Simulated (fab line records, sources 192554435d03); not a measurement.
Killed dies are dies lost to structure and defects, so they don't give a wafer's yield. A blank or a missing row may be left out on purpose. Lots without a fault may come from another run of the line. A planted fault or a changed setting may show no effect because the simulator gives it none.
fab line records | flow n5_finfet
record lots=10 wafers=30 last_day=17
route steps=1938 shown BEOL_M1@825 BEOL_M2@843 BEOL_M4@1111
lots that met no fault: from a run of the same line without faults
start_h: hours from the record's first day to the start of the lot's first wafer shown | wait_h: hours since the lot's step before | " the same as in the row above | L1.1+2: a row that stands for several wafers | - no value, or no start given | * or withheld: withheld | < > ~ a bound
route shown NAME@n: a module of which the file shows steps, and the number in the route of the first | usual: mean/standard deviation of fault-free wafers | same: alike in all rows | chamber/n: place in a boat | sites: the reading at each site | _std_site: their standard deviation | _edge_site: outer sites' mean less inner sites' | radius_mm: how far each site lies from the wafer's centre | mask NAME#n: copy n | behind: the tool/chamber that last shaped the wafer | hold: why the lot was held/for how many hours/how that ended | device: the transistor (n, p or np) that didn't switch | end of line: the same wafers' tests at the end of the route | a step without rows: its recipe alone | killed: dies lost to structure and defects at the first sort, not the wafer's yield | map: a wafer's dies, x killed, . not, _ none there
set.NAME: the setting as run; set.NAME@STEP: as run at that earlier step | model.NAME: the simulator's own value behind a step, which no gauge read
steps of the route over a sample of lots; a table a step, a row a wafer
services: from which hour (start_h, from the record's first day; less than 0 if before it) a tool's chamber was out of use, for how many hours, and why
## steps
# step N5_BEOL_M1_ANNEAL_91
# recipe temp_c=400 time_s=240 ambient=vacuum
# usual heater_power_w=820/60
# columns lot.wafer tool chamber start_h wait_h heater_power_w
L862.1 pvd_sputter-01 - 126.31 0.0 865
L862.3 " - " " 795
L862.5 " - " " 893
L863.3 pvd_sputter-02 - 141.74 0.0 815
L863.5 " - " " 871
L863.6 " - " " 789
L865.1 pvd_sputter-02 - 144.31 0.0 808
L865.4 " - " " 881
L865.6 " - " " 813
L864.1 pvd_sputter-03 - 155.82 0.0 698
L864.4 " - " " 866
L864.5 " - " " 713
L866.1 pvd_sputter-03 - 157.82 0.0 698
L866.2 " - " " 832
L866.3 " - " " 856
L869.2 pvd_sputter-03 - 189.55 0.0 697
L869.4 " - " " 848
L869.5 " - " " 814
L877.1 pvd_sputter-03 - 223.95 0.0 721
L877.3 " - " " 858
L877.4 " - " " 821
L878.1 pvd_sputter-02 - 235.16 0.0 854
L878.2 " - " " 847
L878.3 " - " " 827
L880.1 pvd_sputter-02 - 244.23 0.0 864
L880.4 " - " " 862
L880.5 " - " " 822
L885.1 pvd_sputter-02 - 272.33 0.0 819
L885.2 " - " " 840
L885.4 " - " " 796
# step N5_BEOL_M1_SPUTTER_96
# recipe material=Cu target_thk_a=45 temp_c=-20 chamber_pressure_pa=0.07 power_w=withheld time_s=8.29
# usual throttle_valve_pct=29.7/1
# columns lot.wafer tool chamber start_h wait_h throttle_valve_pct
L862.1 pvd_sputter-01 - 126.89 0.1 31.0
L862.3 " - " " 28.5
L862.5 " - " " 30.9
L863.3 pvd_sputter-02 - 142.32 0.1 29.0
L863.5 " - " " 28.5
L863.6 " - " " 29.0
L865.1 pvd_sputter-02 - 144.89 0.1 29.0
L865.4 " - " " 29.9
L865.6 " - " " 28.8
L864.1 pvd_sputter-03 - 156.40 0.1 30.3
L864.4 " - " " 31.5
L864.5 " - " " 29.8
L866.1 pvd_sputter-03 - 158.40 0.1 29.8
L866.2 " - " " 27.9
L866.3 " - " " 31.1
L869.2 pvd_sputter-03 - 190.13 0.1 30.0
L869.4 " - " " 28.1
L869.5 " - " " 29.1
L877.1 pvd_sputter-03 - 224.53 0.1 29.9
L877.3 " - " " 28.3
L877.4 " - " " 29.4
L878.1 pvd_sputter-02 - 235.74 0.1 29.9
L878.2 " - " " 28.4
L878.3 " - " " 30.5
L880.1 pvd_sputter-02 - 244.81 0.1 28.2
L880.4 " - " " 30.2
L880.5 " - " " 30.3
L885.1 pvd_sputter-02 - 272.91 0.1 30.5
L885.2 " - " " 30.1
L885.4 " - " " 29.0
# step N5_BEOL_M1_INSPECT_59
# recipe inspect_instrument=darkfield mode=post_dep
# usual raw_defect_count=71/22
# columns lot.wafer tool chamber start_h wait_h raw_defect_count
L862.1 defect_inspect-01 - 128.25 0.0 81
L862.3 " - " " 93
L862.5 " - " " 88
L863.3 defect_inspect-01 - 144.01 0.0 53
L863.5 " - " " 73
L863.6 " - " " 72
L865.1 defect_inspect-01 - 145.96 0.0 54
L865.4 " - " " 77
L865.6 " - " " 58
L864.1 defect_inspect-01 - 157.48 0.0 73
L864.4 " - " " 34
L864.5 " - " " 57
L866.1 defect_inspect-01 - 159.51 0.0 90
L866.2 " - " " 97
L866.3 " - " " 72
L869.2 defect_inspect-01 - 191.20 0.0 74
L869.4 " - " " 40
L869.5 " - " " 87
L877.1 defect_inspect-01 - 225.65 0.0 65
L877.3 " - " " 44
L877.4 " - " " 77
L878.1 defect_inspect-02 - 236.82 0.0 54
L878.2 " - " " 59
L878.3 " - " " 59
L880.1 defect_inspect-02 - 245.90 0.0 66
L880.4 " - " " 46
L880.5 " - " " 63
L885.1 defect_inspect-01 - 273.98 0.0 88
L885.2 " - " " 63
L885.4 " - " " 92
# step N5_BEOL_M2_PECVD_72
# recipe material=SiO2 target_thk_a=160 temp_c=400 precursor=TEOS/O2 pressure_torr=5.5 rf_w=450 teos_flow_sccm=53.8 gas=O2 flow_sccm=3000 time_s=18
# usual heater_power_w=649/71 showerhead_plenum_p_Torr=8.77/0.061 susceptor_temp_C=400.04/0.23 throttle_valve_pct=22.4/1.1
# columns lot.wafer tool chamber start_h wait_h heater_power_w showerhead_plenum_p_Torr susceptor_temp_C throttle_valve_pct
L862.1 pecvd-02 2 128.39 0.0 653 8.80 399.98 20.5
L862.3 " 0 " " 618 8.65 399.75 23.3
L862.5 " 2 " " 649 8.80 399.67 20.4
L863.3 pecvd-02 0 144.17 0.0 628 8.66 399.97 23.1
L863.5 " 1 " " 684 8.85 400.19 23.0
L863.6 " 0 " " 627 8.67 400.04 23.4
L865.1 pecvd-02 0 146.10 0.0 576 8.67 400.05 23.2
L865.4 " 1 " " 725 8.84 400.17 22.8
L865.6 " 2 " " 745 8.83 400.26 20.4
L864.1 pecvd-01 1 157.63 0.0 522 8.78 399.86 22.6
L864.4 " 1 " " 524 8.79 399.84 22.5
L864.5 " 2 " " 563 8.82 400.35 21.9
L866.1 pecvd-02 0 159.66 0.0 710 8.64 400.17 23.3
L866.2 " 1 " " 745 8.82 399.63 22.9
L866.3 " 2 " " 660 8.80 399.99 20.3
L869.2 pecvd-04 1 191.34 0.0 643 8.74 399.84 23.7
L869.4 " 2 " " 642 8.78 399.86 24.1
L869.5 " 0 " " 747 8.75 400.04 21.7
L877.1 pecvd-04 1 225.79 0.0 628 8.76 400.42 23.4
L877.3 " 0 " " 714 8.73 399.90 22.1
L877.4 " 1 " " 633 8.74 399.90 23.6
L878.1 pecvd-04 0 236.97 0.0 814 8.75 414.83 22.2
L878.2 " 2 " " 695 8.79 413.84 20.5
L878.3 " 1 " " 732 8.74 413.70 23.7
L880.1 pecvd-04 2 246.04 0.0 654 8.81 414.52 20.3
L880.4 " 0 " " 868 8.73 414.03 21.6
L880.5 " 2 " " 626 8.81 414.53 20.5
L885.1 pecvd-02 1 274.12 0.0 709 8.84 400.39 23.0
L885.2 " 2 " " 713 8.80 400.16 20.7
L885.4 " 2 " " 736 8.80 399.70 20.9
# step N5_BEOL_M4_RC_MEAS_101
# usual DIBL_N=36.3/1.2 DIBL_P=36.7/1.5 IOFF_N=0.164/0.02 IOFF_P=0.214/0.024 ION_N=673/8.5 ION_P=461/5.9 SS_N=71.6/0.44 SS_P=73.3/0.55 VT_N=249.4/2.4 VT_P=-250.0/2.3
# columns lot.wafer tool chamber start_h wait_h DIBL_N[mV/V] DIBL_P[mV/V] IOFF_N[nA/um] IOFF_P[nA/um] ION_N[uA/um] ION_P[uA/um] SS_N[mV/dec] SS_P[mV/dec] VT_N[mV] VT_P[mV]
L862.1 prober-01 0 158.09 0.0 36.3 35.8 0.162 0.194 674 458 71.9 73.4 249.4 -251.8
L862.3 " 0 " " 35.6 34.9 0.149 0.182 654 449 71.7 73.3 250.6 -255.3
L862.5 " 0 " " 36.4 35.2 0.160 0.188 655 453 71.4 74.0 249.2 -251.0
L863.3 prober-02 0 172.04 0.3 36.6 35.3 0.157 0.211 666 463 71.3 72.8 249.4 -248.3
L863.5 " 0 " " 36.5 34.2 0.150 0.201 667 459 72.1 73.1 252.6 -251.7
L863.6 " 0 " " 37.0 35.8 0.172 0.227 672 464 71.7 73.0 248.8 -248.0
L865.1 prober-02 0 174.60 0.0 37.0 37.7 0.187 0.214 688 461 72.5 73.3 246.9 -248.0
L865.4 " 0 " " 35.4 36.0 0.150 0.183 673 456 71.9 73.1 251.1 -253.8
L865.6 " 0 " " 34.7 35.2 0.138 0.173 665 456 71.7 72.8 250.6 -253.1
L866.1 prober-01 0 188.99 0.0 36.0 36.0 0.149 0.187 658 446 71.7 73.1 253.4 -250.9
L866.2 " 0 " " 36.0 35.6 0.144 0.178 661 452 71.4 73.0 253.4 -251.6
L866.3 " 0 " " 36.9 37.8 0.173 0.210 673 458 72.4 73.6 250.8 -251.3
L864.1 prober-01 0 194.75 0.0 35.1 36.3 0.140 0.184 657 452 71.0 72.7 250.2 -253.4
L864.4 " 0 " " 34.0 34.5 0.123 0.166 662 454 71.6 72.7 251.7 -255.6
L864.5 " 0 " " 35.6 37.5 0.162 0.199 678 459 71.6 73.4 249.5 -253.3
L869.2 prober-02 0 225.39 0.2 34.4 35.5 0.140 0.198 668 457 71.3 72.5 252.3 -248.4
L869.4 " 0 " " 36.3 37.5 0.174 0.229 675 464 71.7 73.4 248.8 -248.3
L869.5 " 0 " " 35.7 36.6 0.159 0.215 668 458 71.5 73.4 250.5 -249.8
L877.1 prober-02 0 259.92 0.0 36.7 37.1 0.162 0.224 672 470 71.6 73.3 249.7 -247.1
L877.3 " 0 " " 35.7 36.7 0.147 0.218 673 466 71.1 73.3 252.8 -246.9
L877.4 " 0 " " 34.9 35.7 0.131 0.195 666 462 71.6 73.3 253.9 -247.2
L878.1 prober-02 0 269.18 0.0 36.0 36.7 0.159 0.232 679 466 72.1 73.3 249.3 -248.2
L878.2 " 0 " " 34.2 33.7 0.129 0.190 669 463 71.5 72.7 251.4 -248.6
L878.3 " 0 " " 35.2 34.7 0.141 0.192 663 457 71.1 72.7 250.4 -251.4
L880.1 prober-01 0 280.96 0.0 33.7 35.5 0.131 0.181 664 458 71.2 72.7 252.4 -252.3
L880.4 " 0 " " 32.4 33.5 0.114 0.160 662 455 71.1 72.2 254.5 -253.9
L880.5 " 0 " " 34.8 36.5 0.151 0.200 660 454 70.9 73.3 249.7 -249.8
L885.1 prober-02 0 307.18 0.0 36.3 38.1 0.159 0.214 680 465 71.2 73.8 251.0 -251.5
L885.2 " 0 " " 36.1 38.3 0.160 0.214 672 465 71.2 73.3 251.5 -250.7
L885.4 " 0 " " 38.6 40.1 0.200 0.258 682 469 72.3 74.7 247.2 -249.7
## services
# columns tool chamber start_h hours kind
pecvd-04 - 112.14 0.4 repair
pecvd-02 1 133.74 5.5 scheduled_down
pecvd-04 0 140.44 5.5 scheduled_down
pecvd-04 - 140.80 0.6 repair
pecvd-01 1 157.75 2.1 scheduled_down
pecvd-01 - 168.36 5.5 pm
pecvd-04 - 172.05 0.9 repair
pecvd-04 2 202.38 - clean
pecvd-04 2 202.38 - consumable_replace:showerhead
pecvd-04 2 202.38 29.0 scheduled_down
pecvd-04 2 202.38 29.0 vent_cycle
pecvd-01 0 209.19 2.1 scheduled_down
pecvd-01 0 233.76 9.1 repair
pecvd-02 1 242.54 2.1 repair
pecvd-02 - 266.62 1.8 repair
## key
first_sign step=N5_BEOL_M2_PECVD_72 reading=susceptor_temp_C direction=up sigmas=61 usual=* struck=*
effect none on later readings
met_at N5_BEOL_M2_PECVD_72
struck_lots L878,L880
not_acting_at N5_BEOL_M1_ANNEAL_91,N5_BEOL_M1_SPUTTER_96,N5_BEOL_M1_INSPECT_59
onset_between 225.79 236.97
fault kind=process_parameter_drift tool=pecvd-04 chamber=- onset_h=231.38 steps=N5_BEOL_M2_PECVD_72 channel=temp_c offset=* shape=step end_h=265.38 acts_in=* stated=*
